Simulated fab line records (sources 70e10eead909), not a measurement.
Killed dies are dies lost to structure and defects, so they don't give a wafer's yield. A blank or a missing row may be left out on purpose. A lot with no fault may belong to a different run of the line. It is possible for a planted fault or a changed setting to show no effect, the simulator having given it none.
Chamber matching :: flow nand_harc :: NHARC_P_BONDPAD_ACTIVATE_29 on rie_diel-05 has 4 sister chambers
The step chemistry N2, time 60 s. 14 wafers are shown with their chamber, then 7 later ones without.

## WAFERS WITH THEIR CHAMBER
wafer: L402.1
chamber: 2
showerhead_plenum_p_Torr (Torr): 1.85
drypump_motor_current_A (A): 6.6
oes_product_au (a.u.): 1.008

wafer: L402.4
chamber: 1
showerhead_plenum_p_Torr (Torr): 1.68
drypump_motor_current_A (A): 5.9
oes_product_au (a.u.): 1.001

wafer: L402.6
chamber: 1
showerhead_plenum_p_Torr (Torr): 1.68
drypump_motor_current_A (A): 5.9
oes_product_au (a.u.): 1.008

wafer: L405.2
chamber: 2
showerhead_plenum_p_Torr (Torr): 1.85
drypump_motor_current_A (A): 6.5
oes_product_au (a.u.): 1.013

wafer: L405.4
chamber: 1
showerhead_plenum_p_Torr (Torr): 1.68
drypump_motor_current_A (A): 5.9
oes_product_au (a.u.): 1.007

wafer: L405.6
chamber: 0
showerhead_plenum_p_Torr (Torr): 1.65
drypump_motor_current_A (A): 5.2
oes_product_au (a.u.): 1.001

wafer: L407.1
chamber: 0
showerhead_plenum_p_Torr (Torr): 1.65
drypump_motor_current_A (A): 5.3
oes_product_au (a.u.): 1.010

wafer: L407.2
chamber: 3
showerhead_plenum_p_Torr (Torr): 1.73
drypump_motor_current_A (A): 5.2
oes_product_au (a.u.): 1.013

wafer: L407.5
chamber: 0
showerhead_plenum_p_Torr (Torr): 1.65
drypump_motor_current_A (A): 5.2
oes_product_au (a.u.): 1.001

wafer: L409.1
chamber: 3
showerhead_plenum_p_Torr (Torr): 1.72
drypump_motor_current_A (A): 5.2
oes_product_au (a.u.): 0.998

wafer: L409.2
chamber: 0
showerhead_plenum_p_Torr (Torr): 1.65
drypump_motor_current_A (A): 5.3
oes_product_au (a.u.): 0.999

wafer: L409.5
chamber: 1
showerhead_plenum_p_Torr (Torr): 1.68
drypump_motor_current_A (A): 6.0
oes_product_au (a.u.): 1.003

wafer: L410.1
chamber: 2
showerhead_plenum_p_Torr (Torr): 1.85
drypump_motor_current_A (A): 6.6
oes_product_au (a.u.): 1.005

wafer: L410.4
chamber: 3
showerhead_plenum_p_Torr (Torr): 1.72
drypump_motor_current_A (A): 5.2
oes_product_au (a.u.): 1.000

SIGNATURES (averages over the wafers above)
reading: showerhead_plenum_p_Torr
chamber 0: 1.6500
chamber 1: 1.6800
chamber 2: 1.8500
chamber 3: 1.7233
scatter within a chamber: 0.00258

reading: drypump_motor_current_A
chamber 0: 5.250
chamber 1: 5.925
chamber 2: 6.567
chamber 3: 5.200
scatter within a chamber: 0.0492

reading: oes_product_au
chamber 0: 1.00275
chamber 1: 1.00475
chamber 2: 1.00867
chamber 3: 1.00367
scatter within a chamber: 0.0052
Rule: for each reading, subtract the chamber's mean from the wafer's reading, divide by that reading's scatter and square the result; add these up over the readings and take the root, which gives the wafer's distance from the chamber. The wafer belongs to the nearest chamber; if the next one is less than 2 further off, it can't be placed. The scatter is the square root of a quotient: the sum, over the shown wafers, of each reading's squared deviation from its chamber's mean, divided by wafers minus chambers.

## WAFERS WITHOUT THEIR CHAMBER
wafer: L410.5
showerhead_plenum_p_Torr (Torr): 1.68
drypump_motor_current_A (A): 5.9
oes_product_au (a.u.): 0.990

wafer: L411.1
showerhead_plenum_p_Torr (Torr): 1.73
drypump_motor_current_A (A): 5.2
oes_product_au (a.u.): 1.000

wafer: L411.2
showerhead_plenum_p_Torr (Torr): 1.68
drypump_motor_current_A (A): 5.9
oes_product_au (a.u.): 1.003

wafer: L411.6
showerhead_plenum_p_Torr (Torr): 1.72
drypump_motor_current_A (A): 5.2
oes_product_au (a.u.): 1.000

wafer: L413.1
showerhead_plenum_p_Torr (Torr): 1.68
drypump_motor_current_A (A): 5.9
oes_product_au (a.u.): 1.004

wafer: L413.3
showerhead_plenum_p_Torr (Torr): 1.65
drypump_motor_current_A (A): 5.2
oes_product_au (a.u.): 1.000

wafer: L413.6
showerhead_plenum_p_Torr (Torr): 1.68
drypump_motor_current_A (A): 5.9
oes_product_au (a.u.): 1.010

## WHICH CHAMBER EACH WENT THROUGH
wafer: L410.5
from the rows above: 1
in truth: 1

wafer: L411.1
from the rows above: 3
in truth: 3

wafer: L411.2
from the rows above: 1
in truth: 1

wafer: L411.6
from the rows above: 3
in truth: 3

wafer: L413.1
from the rows above: 1
in truth: 1

wafer: L413.3
from the rows above: 0
in truth: 0

wafer: L413.6
from the rows above: 1
in truth: 1
7 of 7 placed correctly. Left unplaced by these rows: 0. Number placed wrongly: 0.
